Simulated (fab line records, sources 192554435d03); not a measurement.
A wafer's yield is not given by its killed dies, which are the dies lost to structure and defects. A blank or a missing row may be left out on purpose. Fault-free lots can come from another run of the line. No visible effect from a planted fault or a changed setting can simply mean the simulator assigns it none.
fab line records -- flow n5-finfet
[record] lots = 4, wafers = 12, last-day = 18
route steps=1938 shown BEOL_M4@1099 BEOL_M5@1112 PASSIVATION@1936
lots that met no fault: from a run of the same line without faults
start-h: the number of hours between the record's first day and the start of the first shown wafer of the lot -- wait-h: hours since the lot's step before -- " identical to the entry in the row above -- L1.1+2: a single row standing in for several wafers -- - no value, or no start given -- * or withheld: withheld -- < > ~ a bound
route shown NAME@n: names a module that has steps shown in the file, with the first one's number in the route -- usual: mean/standard deviation of fault-free wafers -- same: alike in all rows -- chamber/n: place in a boat -- sites: the reading at each site -- _std_site: how widely they spread, as a standard deviation -- _edge_site: outer sites' mean less inner sites' -- radius-mm: how far each site lies from the wafer's centre -- mask NAME#n: copy n -- behind: the tool/chamber that last shaped the wafer -- hold: what put the lot on hold/how long, in hours/how the hold closed -- device: which transistor (n, p or np) failed to switch -- end of line: at the end of the route, the tests of the same wafers -- step lacking rows: just its recipe -- killed: the dies lost at the first sort to structure and to defects; this is not the yield of the wafer -- map: per-die view of a wafer (x killed, . not killed, _ where there is no die)
set.NAME: the setting that was run; set.NAME@STEP: the one run at that earlier step -- model.NAME: the simulator's own value behind a step, which no gauge read
lots at some steps of the route; a table a step, a row a wafer
services: a tool's chamber out of use, with start hour (start-h, from the record's first day; less than 0 if before it), hours out, and reason
[[steps]]
[step N5_BEOL_M4_ANNEAL_95]
[recipe] temp-c = 400, time-s = 240, ambient = vacuum
[step N5_BEOL_M4_SPUTTER_96]
[recipe] material = Cu, target-thk-a = 45, temp-c = -20, chamber-pressure-pa = 0.07, power-w = withheld, time-s = 8.29
[step N5_BEOL_M4_ECD_50]
[recipe] material = Cu, target-thk-a = 3000
[step N5_BEOL_M4_ANNEAL_51]
[recipe] temp-c = 225, time-s = 90, ambient = N2
[step N5_BEOL_M4_CMP_52]
[recipe] stop-on = SiOC, t-overpolish-s = 6.8, down-force-psi = 1, platen-rpm = 50, clearing-platen-down-force-psi = 1.5, clearing-platen-rpm = 50, post-cmp-clean = cu-alkaline, target-thk-nm = 40, clearing-platen-pad-velocity-m-s = 0.99484, pad-velocity-m-s = 0.99484
[step N5_BEOL_M4_PRE_CLEAN_60]
[recipe] gas = NH3/H2, time-s = 15, temp-c = *, rf-power-w = 300
[step N5_BEOL_M4_CO_CAP_55]
[recipe] material = Co, target-thk-a = 20, temp-c = 200, precursor = CCTBA/H2, pressure-torr = 30, time-s = 102.1
[step N5_BEOL_M4_PRE_CLEAN_56]
[recipe] gas = NH3, time-s = 15, temp-c = withheld, rf-power-w = 300
[step N5_BEOL_M4_DEP_57]
[recipe] material = SiCN, target-thk-a = 80, temp-c = withheld, precursor = 3MS/NH3, pressure-torr = 3, rf-w = 202, time-s = 14
[step N5_BEOL_M4_RC_MEAS_101]
[usual] DIBL_N = 35.9/1.3, DIBL_P = 36.3/1.5, IOFF_N = 0.153/0.023, IOFF_P = 0.208/0.028, ION_N = 672/9.7, ION_P = 462/6.6, SS_N = 71.5/0.53, SS_P = 73.3/0.59, VT_N = 250.4/2.7, VT_P = -250.5/3
lot.wafer,tool,chamber,start-h,wait-h,DIBL_N[mV/V],DIBL_P[mV/V],IOFF_N[nA/um],IOFF_P[nA/um],ION_N[uA/um],ION_P[uA/um],SS_N[mV/dec],SS_P[mV/dec],VT_N[mV],VT_P[mV]
L725.1,prober-01,0,279.17,0.0,34.6,35.3,0.133,0.164,673,463,70.6,73.9,252.9,-254.5
L725.4,prober-01,0,279.17,0.0,35.7,37.3,0.153,0.196,662,456,71.6,73.7,249.3,-252.0
L725.5,prober-01,0,279.17,0.0,35.0,36.5,0.142,0.182,683,465,70.8,73.4,250.0,-256.8
L724.3,prober-02,0,280.23,0.3,36.5,38.0,0.163,0.219,680,466,71.5,72.6,251.4,-247.4
L724.4,prober-02,0,280.23,0.3,35.6,35.4,0.149,0.193,679,462,70.9,73.3,252.7,-250.8
L724.6,prober-02,0,280.23,0.3,35.5,35.8,0.144,0.198,668,457,71.4,74.0,251.5,-252.0
L727.1,prober-01,0,303.11,0.5,33.3,34.4,0.129,0.212,668,473,70.7,73.2,252.3,-250.3
L727.2,prober-01,0,303.11,0.5,34.7,36.0,0.153,0.238,674,464,71.0,74.1,249.5,-247.3
L727.4,prober-01,0,303.11,0.5,33.8,34.3,0.130,0.206,659,463,70.7,72.8,253.6,-248.2
L730.3,prober-02,0,316.77,0.3,37.5,39.0,0.183,0.229,687,467,71.9,74.0,249.2,-249.6
L730.5,prober-02,0,316.77,0.3,36.5,37.4,0.156,0.214,674,465,70.9,73.5,250.7,-248.4
L730.6,prober-02,0,316.77,0.3,36.5,37.8,0.159,0.213,677,464,71.2,73.5,247.9,-253.8
[step N5_BEOL_M5_ILD_DEP_00]
[recipe] material = SiCOH_lowk, target-thk-a = 1406.4, temp-c = 300, precursor = DEMS/porogen, pressure-torr = 5, rf-w = 500, time-s = 25.9
[step N5_BEOL_M5_CURE_79]
[recipe] temp-c = 385, time-s = 240, ambient = He/Ar, material = SiCOH_lowk
[step N5_BEOL_M5_PECVD_70]
[recipe] material = SiO2, target-thk-a = 160, temp-c = 400, precursor = TEOS/O2, pressure-torr = 5.5, rf-w = 450, teos-flow-sccm = 53.8, gas = O2, flow-sccm = 3000, time-s = 18
[step N5_BEOL_M5_HM_DEP_02]
[recipe] material = TiN, target-thk-a = 200, temp-c = 25, chamber-pressure-pa = 0.49996
[step N5_BEOL_M5_COAT_59]
[recipe] resist = SOC, temp-c = 250, time-s = 60, spin-rpm = 1500, resist-thk-nm = 60
[step N5_BEOL_M5_COAT_60]
[recipe] resist = SiARC, temp-c = 220, time-s = 60, spin-rpm = 1500, resist-thk-nm = 12
[step N5_BEOL_M5_COAT_71]
[recipe] resist = underlayer, temp-c = 205, time-s = 60, spin-rpm = 1500, resist-thk-nm = 5
[step N5_BEOL_M5_COAT_05]
[recipe] resist = CAR-EUV, spin-rpm = 1500, resist-thk-nm = 30
[step N5_BEOL_M5_EBR_07]
[recipe] solvent = PGMEA, ebr-width-mm = 1.5
[step N5_BEOL_M5_SOFTBAKE_06]
[recipe] temp-c = 110, time-s = 60, resist = CAR-EUV
[step N5_BEOL_M5_EXPOSE_08]
[recipe] mask-id = M5, na = 0.33, source-shape = annular, sigma-inner = 0.4, sigma-outer = 0.8, polarization = unpolarized, target-cd-nm = 28, dose-mj = 35.75
[step N5_BEOL_M5_PEB_09]
[recipe] peb-temp-c = 100, peb-time-s = 60, resist = CAR-EUV
[step N5_BEOL_M5_DEVELOP_10]
[recipe] develop-time-s = 30, developer = TMAH, resist = CAR-EUV, rinse-liquid = surfactant-rinse, dry = air-spin, dev-temp-c = 23
[step N5_BEOL_M5_DESCUM_16]
[recipe] chemistry = O2, time-s = 7, source-power-w = 50, bias-power-w = 20, pressure-mtorr = 20, rf-frequency-hz = 2.712e+07, temp-c = 40, resist = CAR-EUV, o2-flow-sccm = 225
[step N5_BEOL_M5_ETCH_72]
[recipe] chemistry = N2/H2, target = underlayer, target-depth-a = 65, mask-material = CAR-EUV, time-s = 5.2, ion-energy-ev = 200, pressure-mtorr = 30, source-w = 840, bias-w = 150, n2-flow-sccm = 200, h2-flow-sccm = 200, ends = cleared
[step N5_BEOL_M5_ETCH_61]
[recipe] chemistry = CF4, target = SiARC, target-depth-a = 156, mask-material = CAR-EUV, time-s = 26, ion-energy-ev = 80, pressure-mtorr = 40, source-w = 545, bias-w = 36, Ar_flow_sccm = 100, cf4-flow-sccm = 100, ends = cleared
[step N5_BEOL_M5_ETCH_62]
[recipe] chemistry = N2/H2, target = SOC, target-depth-a = 750, overetch-a = 150, mask-material = SiARC, temp-c = 40, time-s = 112.5, ion-energy-ev = 200, pressure-mtorr = 30, source-w = 840, bias-w = 150, n2-flow-sccm = 200, h2-flow-sccm = 200
[step N5_BEOL_M5_STRIP_63]
[recipe] chemistry = N2/H2, temp-c = 40, n2-flow-sccm = 200, h2-flow-sccm = 200, rf-frequency-hz = 6e+07
[step N5_BEOL_M5_STRIP_73]
[recipe] chemistry = N2/H2, temp-c = 40, n2-flow-sccm = 200, h2-flow-sccm = 200, rf-frequency-hz = 6e+07
[step N5_BEOL_M5_STRIP_64]
[recipe] chemistry = CF4, resist = SiARC, power-w = 300, bias-power-w = 75, pressure-mtorr = 50, cf4-flow-sccm = 150, rf-frequency-hz = 6e+07
[step N5_BEOL_M5_HM_OPEN_17]
[recipe] chemistry = Cl2/BCl3, target-depth-a = 200, overetch-a = 60, target = TiN, mask-material = SOC, ion-energy-ev = 150, pressure-mtorr = 10, icp-w = 1000, bias-w = 126, Cl2_flow_sccm = 53.25, bcl3-flow-sccm = 21.75, Ar_flow_sccm = 25
[step N5_BEOL_M5_STRIP_19]
[recipe] chemistry = O2, power-w = 400, temp-c = 40, pressure-mtorr = 30, rf-frequency-hz = 6e+07, bias-power-w = 0, overash-fraction = 0.2, o2-flow-sccm = 225
[step N5_BEOL_M5_COAT_65]
[recipe] resist = SOC, temp-c = 250, time-s = 60, spin-rpm = 1500, resist-thk-nm = 60
[step N5_BEOL_M5_COAT_66]
[recipe] resist = SiARC, temp-c = 220, time-s = 60, spin-rpm = 1500, resist-thk-nm = 12
[step N5_BEOL_M5_TRENCH_ETCH_37]
[recipe] chemistry = C4F6/O2, target-depth-a = 716.52, target = SiCOH_lowk, time-s = 24.7, ion-energy-ev = 250, pressure-mtorr = 30, source-w = 345, bias-w = 185, Ar_flow_sccm = 300, C4F6_flow_sccm = 10, O2_flow_sccm = 10
[usual] C4F6_flow_sccm = 10.00/0.03, O2_flow_sccm = 10.003/0.029, drypump-motor-current-A = 5.6/0.33, oes-product-au = 0.80/0.09, rf-vpp-V = 664/5.7, showerhead-plenum-p-Torr = 2.87/0.092, throttle-valve-pct = 20.85/0.27
lot.wafer,tool,chamber,start-h,wait-h,C4F6_flow_sccm,O2_flow_sccm,drypump-motor-current-A,oes-product-au,rf-hours-counter-h,rf-vpp-V,showerhead-plenum-p-Torr,throttle-valve-pct,model.TiN_of_BEOL_M5_HM_DEP_02.thk-nm
L725.1,rie-diel-01,1,285.89,-,-,-,-,-,-,-,-,-,19.6
L725.4,rie-diel-01,0,285.89,-,-,-,-,-,-,-,-,-,19.6
L725.5,rie-diel-01,0,285.89,-,-,-,-,-,-,-,-,-,19.8
L724.3,rie-diel-04,3,286.23,-,-,-,-,-,-,-,-,-,19.6
L724.4,rie-diel-04,2,286.23,-,-,-,-,-,-,-,-,-,19.8
L724.6,rie-diel-04,0,286.23,-,-,-,-,-,-,-,-,-,19.8
L727.1,rie-diel-01,3,312.52,-,9.96,10.008,5.3,0.88,35,672,2.79,20.64,17.6
L727.2,rie-diel-01,0,312.52,-,10.01,9.994,5.8,0.78,105,653,2.87,20.58,17.8
L727.4,rie-diel-01,1,312.52,-,9.99,9.994,5.8,0.69,254,661,2.81,21.43,17.8
L730.3,rie-diel-02,2,320.69,-,10.01,9.958,6.0,0.71,206,662,2.72,20.96,17.8
L730.5,rie-diel-02,1,320.69,-,10.01,10.012,5.7,0.88,-,668,3.02,20.82,17.8
L730.6,rie-diel-02,0,320.69,-,10.01,10.040,5.8,0.99,-,661,2.92,20.75,17.6
[step N5_BEOL_M5_OCD_MEAS_38]
[usual] trench-depth-nm = 71.7/1.3
lot.wafer,tool,chamber,start-h,wait-h,trench-depth-nm
L725.1,ocd-01,-,286.05,-,0
L725.4,ocd-01,-,286.05,-,0.1
L725.5,ocd-01,-,286.05,-,0
L724.3,ocd-01,-,286.38,-,0.4
L724.4,ocd-01,-,286.38,-,0
L724.6,ocd-01,-,286.38,-,0.0
L727.1,ocd-02,-,312.67,-,72.0
L727.2,ocd-02,-,312.67,-,70.7
L727.4,ocd-02,-,312.67,-,70.4
L730.3,ocd-02,-,320.84,-,70.6
L730.5,ocd-02,-,320.84,-,72.6
L730.6,ocd-02,-,320.84,-,75.0
[step N5_BEOL_M5_CMP_52]
[recipe] stop-on = SiCOH_lowk, t-overpolish-s = 6.9, down-force-psi = 1, platen-rpm = 50, clearing-platen-down-force-psi = 1.5, clearing-platen-rpm = 50, post-cmp-clean = cu-alkaline, target-thk-nm = 62, clearing-platen-pad-velocity-m-s = 0.99484, pad-velocity-m-s = 0.99484
[usual] clearing-platen-rpm = 50.002/0.03, motor-current-A = 6.2/0.42, slurry-filter-dp-kPa = 13.50/0.13
lot.wafer,tool,chamber,start-h,wait-h,clearing-platen-rpm,motor-current-A,slurry-filter-dp-kPa,model.Cu_of_BEOL_M5_ECD_50.thk-nm
L724.4,cmp-01,0,293.50,0.5,49.990,6.0,13.56,0
L724.3,cmp-01,1,293.50,0.5,49.969,6.0,13.51,0
L724.6,cmp-01,0,293.50,0.5,50.030,6.1,13.56,0
L725.1,cmp-03,2,293.60,0.7,49.999,5.3,13.65,1.2
L725.4,cmp-03,3,293.60,0.7,49.990,6.5,13.29,0.6
L725.5,cmp-03,0,293.60,0.7,49.971,5.8,13.46,1
L727.2,cmp-01,1,321.05,0.2,50.018,6.0,13.44,62.2
L727.4,cmp-01,2,321.05,0.2,50.017,6.8,13.52,59.6
L727.1,cmp-01,3,321.05,0.2,50.022,6.5,13.50,62.4
L730.3,cmp-03,2,327.05,0.2,50.038,5.4,13.49,62
L730.6,cmp-03,2,327.05,0.2,50.046,5.4,13.53,64.8
L730.5,cmp-03,3,327.05,0.2,50.008,6.5,13.30,63
[step N5_PASSIVATION_PROBE_49]
[usual] defect-limited-yield = 91.1/1.5, killed_at_M0_to_M3 = 35/9.5, killed_at_M4_up = 13/5.2, killed-at-contacts = 12/6.1, killed-at-front-end = 41/14, killed-at-other = 3.8/2.9, killed-dies = 105/17, killed-on-rim = 13/4.1, killed-open = 70/13, killed-short = 33/8.4, sort_bin_5_function = 5.1/0.97, sort_bin_6_memory = 3.4/0.69, sort-n-pass = 1075/17, sort-yield-pct = 91.1/1.5
[same] gross-dies = 1180, killed-at-back-side = 0, sort_bin_4_leakage[%] = 0, sort_bin_8_speed[%] = 0
lot.wafer,tool,chamber,start-h,wait-h,defect-limited-yield[%],killed_at_M0_to_M3,killed_at_M4_up,killed-at-contacts,killed-at-front-end,killed-at-other,killed-dies,killed-on-rim,killed-open,killed-short,sort_bin_5_function[%],sort_bin_6_memory[%],sort-n-pass,sort-yield-pct[%]
L724.3,prober-01,-,384.56,0.1,0,25,1078,20,54,3,1180,152,79,39,94.9,4.6,0,0
L724.4,prober-01,-,384.61,0.2,0,29,1093,9,48,1,1180,152,81,27,95.8,4.0,0,0
L724.6,prober-01,-,384.71,0.3,0,28,1087,13,43,9,1180,152,72,30,95.8,3.6,0,0
L725.1,prober-02,-,385.21,0.0,0,43,1069,29,35,4,1180,152,84,34,96.5,3.0,0,0
L725.4,prober-02,-,385.36,0.2,0,30,1082,20,46,2,1180,152,78,35,95.6,4.0,0,0
L725.5,prober-02,-,385.41,0.2,0,34,1093,16,35,2,1180,152,42,48,96.9,2.4,0,0
// killed by level:class
L724.3 BEOL_M5:area-etch=1061 FIN_SAQP:geometric-particle:open=13 MOL_CONTACT_COAG:geometric-particle:open=13 FIN_SAQP:geometric-particle:short=12 STI_FIN_REVEAL:geometric-particle:open=10 DUMMY_GATE:geometric-particle:open=8 MOL_CONTACT_COAG:geometric-particle:short=7 BEOL_M4:geometric-particle:open=7
L724.4 BEOL_M5:area-etch=1071 FIN_SAQP:geometric-particle:open=19 BEOL_M3:geometric-particle:open=10 MOL_CONTACT_COAG:geometric-particle:open=8 BEOL_M4:geometric-particle:open=7 DUMMY_GATE:geometric-particle:open=6 BEOL_M2:geometric-particle:open=6 FIN_SAQP:geometric-particle:short=5
L724.6 BEOL_M5:area-etch=1078 FIN_SAQP:geometric-particle:open=11 MOL_CONTACT_COAG:geometric-particle:open=11 BEOL_M3:geometric-particle:open=8 STI_FIN_REVEAL:geometric-particle:open=6 BEOL_M1:geometric-particle:open=6 BEOL_M2:geometric-particle:open=6 DUMMY_GATE:geometric-particle:open=5
L725.1 BEOL_M5:area-etch=1060 MOL_CONTACT_COAG:geometric-particle:open=25 BEOL_M0_SAQP:geometric-particle:short=12 FIN_SAQP:geometric-particle:short=8 BEOL_M1:geometric-particle:open=8 BEOL_M0_SAQP:geometric-particle:open=7 FIN_SAQP:geometric-particle:open=6 BEOL_M3:geometric-particle:open=6
L725.4 BEOL_M5:area-etch=1065 MOL_CONTACT_COAG:geometric-particle:open=16 FIN_SAQP:geometric-particle:short=14 STI_FIN_REVEAL:geometric-particle:open=11 BEOL_M4:geometric-particle:open=9 FIN_SAQP:geometric-particle:open=7 BEOL_M2:geometric-particle:open=7 BEOL_M3:geometric-particle:open=5
L725.5 BEOL_M5:area-etch=1088 BEOL_M0_SAQP:geometric-particle:short=13 FIN_SAQP:geometric-particle:short=11 MOL_CONTACT_COAG:geometric-particle:open=10 BEOL_M0_SAQP:geometric-particle:open=8 MOL_CONTACT_COAG:geometric-particle:short=6 BEOL_M3:geometric-particle:open=5 STARTING-WAFER:geometric-particle:short=5
// map L724.3 (x killed, . not)
_________________xxxxxxxxxxxx________________
______________xxxxxxxxxxxxxxxxxx_____________
___________xxxxxxxxxxxxxxxxxxxxxxxx__________
__________xxxxxxxxxxxxxxxxxxxxxxxxxx_________
________xxxxxxxxxxxxxxxxxxxxxxxxxxxxxx_______
_______xxxxxxxxxxxxxxxxxxxxxxxxxxxxxxxx______
______xxxxxxxxxxxxxxxxxxxxxxxxxxxxxxxxxx_____
_____xxxxxxxxxxxxxxxxxxxxxxxxxxxxxxxxxxxx____
____xxxxxxxxxxxxxxxxxxxxxxxxxxxxxxxxxxxxxx___
___xxxxxxxxxxxxxxxxxxxxxxxxxxxxxxxxxxxxxxxx__
___xxxxxxxxxxxxxxxxxxxxxxxxxxxxxxxxxxxxxxxx__
__xxxxxxxxxxxxxxxxxxxxxxxxxxxxxxxxxxxxxxxxxx_
__xxxxxxxxxxxxxxxxxxxxxxxxxxxxxxxxxxxxxxxxxx_
_xxxxxxxxxxxxxxxxxxxxxxxxxxxxxxxxxxxxxxxxxxxx
_xxxxxxxxxxxxxxxxxxxxxxxxxxxxxxxxxxxxxxxxxxxx
_xxxxxxxxxxxxxxxxxxxxxxxxxxxxxxxxxxxxxxxxxxxx
_xxxxxxxxxxxxxxxxxxxxxxxxxxxxxxxxxxxxxxxxxxxx
_xxxxxxxxxxxxxxxxxxxxxxxxxxxxxxxxxxxxxxxxxxxx
_xxxxxxxxxxxxxxxxxxxxxxxxxxxxxxxxxxxxxxxxxxxx
_xxxxxxxxxxxxxxxxxxxxxxxxxxxxxxxxxxxxxxxxxxxx
_xxxxxxxxxxxxxxxxxxxxxxxxxxxxxxxxxxxxxxxxxxxx
__xxxxxxxxxxxxxxxxxxxxxxxxxxxxxxxxxxxxxxxxxx_
__xxxxxxxxxxxxxxxxxxxxxxxxxxxxxxxxxxxxxxxxxx_
___xxxxxxxxxxxxxxxxxxxxxxxxxxxxxxxxxxxxxxxx__
___xxxxxxxxxxxxxxxxxxxxxxxxxxxxxxxxxxxxxxxx__
____xxxxxxxxxxxxxxxxxxxxxxxxxxxxxxxxxxxxxx___
_____xxxxxxxxxxxxxxxxxxxxxxxxxxxxxxxxxxxx____
______xxxxxxxxxxxxxxxxxxxxxxxxxxxxxxxxxx_____
_______xxxxxxxxxxxxxxxxxxxxxxxxxxxxxxxx______
________xxxxxxxxxxxxxxxxxxxxxxxxxxxxxx_______
__________xxxxxxxxxxxxxxxxxxxxxxxxxx_________
___________xxxxxxxxxxxxxxxxxxxxxxxx__________
______________xxxxxxxxxxxxxxxxxx_____________
_________________xxxxxxxxxxxx________________
// map L725.1 (x killed, . not)
_________________xxxxxxxxxxxx________________
______________xxxxxxxxxxxxxxxxxx_____________
___________xxxxxxxxxxxxxxxxxxxxxxxx__________
__________xxxxxxxxxxxxxxxxxxxxxxxxxx_________
________xxxxxxxxxxxxxxxxxxxxxxxxxxxxxx_______
_______xxxxxxxxxxxxxxxxxxxxxxxxxxxxxxxx______
______xxxxxxxxxxxxxxxxxxxxxxxxxxxxxxxxxx_____
_____xxxxxxxxxxxxxxxxxxxxxxxxxxxxxxxxxxxx____
____xxxxxxxxxxxxxxxxxxxxxxxxxxxxxxxxxxxxxx___
___xxxxxxxxxxxxxxxxxxxxxxxxxxxxxxxxxxxxxxxx__
___xxxxxxxxxxxxxxxxxxxxxxxxxxxxxxxxxxxxxxxx__
__xxxxxxxxxxxxxxxxxxxxxxxxxxxxxxxxxxxxxxxxxx_
__xxxxxxxxxxxxxxxxxxxxxxxxxxxxxxxxxxxxxxxxxx_
_xxxxxxxxxxxxxxxxxxxxxxxxxxxxxxxxxxxxxxxxxxxx
_xxxxxxxxxxxxxxxxxxxxxxxxxxxxxxxxxxxxxxxxxxxx
_xxxxxxxxxxxxxxxxxxxxxxxxxxxxxxxxxxxxxxxxxxxx
_xxxxxxxxxxxxxxxxxxxxxxxxxxxxxxxxxxxxxxxxxxxx
_xxxxxxxxxxxxxxxxxxxxxxxxxxxxxxxxxxxxxxxxxxxx
_xxxxxxxxxxxxxxxxxxxxxxxxxxxxxxxxxxxxxxxxxxxx
_xxxxxxxxxxxxxxxxxxxxxxxxxxxxxxxxxxxxxxxxxxxx
_xxxxxxxxxxxxxxxxxxxxxxxxxxxxxxxxxxxxxxxxxxxx
__xxxxxxxxxxxxxxxxxxxxxxxxxxxxxxxxxxxxxxxxxx_
__xxxxxxxxxxxxxxxxxxxxxxxxxxxxxxxxxxxxxxxxxx_
___xxxxxxxxxxxxxxxxxxxxxxxxxxxxxxxxxxxxxxxx__
___xxxxxxxxxxxxxxxxxxxxxxxxxxxxxxxxxxxxxxxx__
____xxxxxxxxxxxxxxxxxxxxxxxxxxxxxxxxxxxxxx___
_____xxxxxxxxxxxxxxxxxxxxxxxxxxxxxxxxxxxx____
______xxxxxxxxxxxxxxxxxxxxxxxxxxxxxxxxxx_____
_______xxxxxxxxxxxxxxxxxxxxxxxxxxxxxxxx______
________xxxxxxxxxxxxxxxxxxxxxxxxxxxxxx_______
__________xxxxxxxxxxxxxxxxxxxxxxxxxx_________
___________xxxxxxxxxxxxxxxxxxxxxxxx__________
______________xxxxxxxxxxxxxxxxxx_____________
_________________xxxxxxxxxxxx________________
[[services]]
tool,chamber,start-h,hours,kind
cmp-03,-,263.58,4.0,pm
cmp-03,-,267.58,-,consumable-replace:conditioner
cmp-03,-,267.58,-,consumable-replace:pad
rie-diel-02,0,296.99,-,clean
rie-diel-02,0,296.99,-,consumable-replace:focus-ring
rie-diel-02,0,296.99,19.5,scheduled-down
rie-diel-02,0,296.99,19.5,vent-cycle
cmp-01,-,301.95,1.2,repair
rie-diel-02,3,316.53,-,clean
rie-diel-02,3,316.53,-,consumable-replace:focus-ring
rie-diel-02,3,316.53,36.0,scheduled-down
rie-diel-02,3,316.53,36.0,vent-cycle
cmp-01,-,320.30,0.4,repair
rie-diel-01,1,323.28,2.4,repair
rie-diel-01,1,325.83,-,clean
rie-diel-01,1,325.83,-,consumable-replace:focus-ring
rie-diel-01,1,325.83,22.3,scheduled-down
rie-diel-01,1,325.83,22.3,vent-cycle
[[key]]
[first-sign] step = N5_BEOL_M5_TRENCH_ETCH_37, reading = tool-record, direction = missing
[effect] step = N5_BEOL_M5_OCD_MEAS_38, reading = trench-depth-nm, direction = down, sigmas = 54, usual = 71.7, struck = 0.1
[effect] step = N5_PASSIVATION_PROBE_49, reading = killed_at_M4_up, direction = up, sigmas = 99+, usual = 13, struck = 1084
[model-effect] step = N5_BEOL_M5_TRENCH_ETCH_37, value = TiN_of_BEOL_M5_HM_DEP_02.thk-nm, without = 17.6, struck = 19.7
[model-effect] step = N5_BEOL_M5_CMP_52, value = Cu_of_BEOL_M5_ECD_50.thk-nm, without = 61.87, struck = 0.4667
[more-kills-born-at] N5_BEOL_M5_TRENCH_ETCH_37@rie-diel-01 = 3213, N5_BEOL_M5_TRENCH_ETCH_37@rie-diel-04 = 3210
met-at N5_BEOL_M5_TRENCH_ETCH_37
struck-wafers L724.3,L724.4,L724.6,L725.1,L725.4,L725.5
later-rows-left-out L724.3,L724.4,L724.6,L725.1,L725.4,L725.5
[fault] kind = skipped-step-whole, tool = rie-diel-01,rie-diel-04, chamber = -, onset-h = 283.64, steps = N5_BEOL_M5_TRENCH_ETCH_37, scope = struck-lots-only
// later-rows-left-out: the simulator's readings of these wafers behind a module that went badly wrong aren't trusted and aren't shown, but for the sort
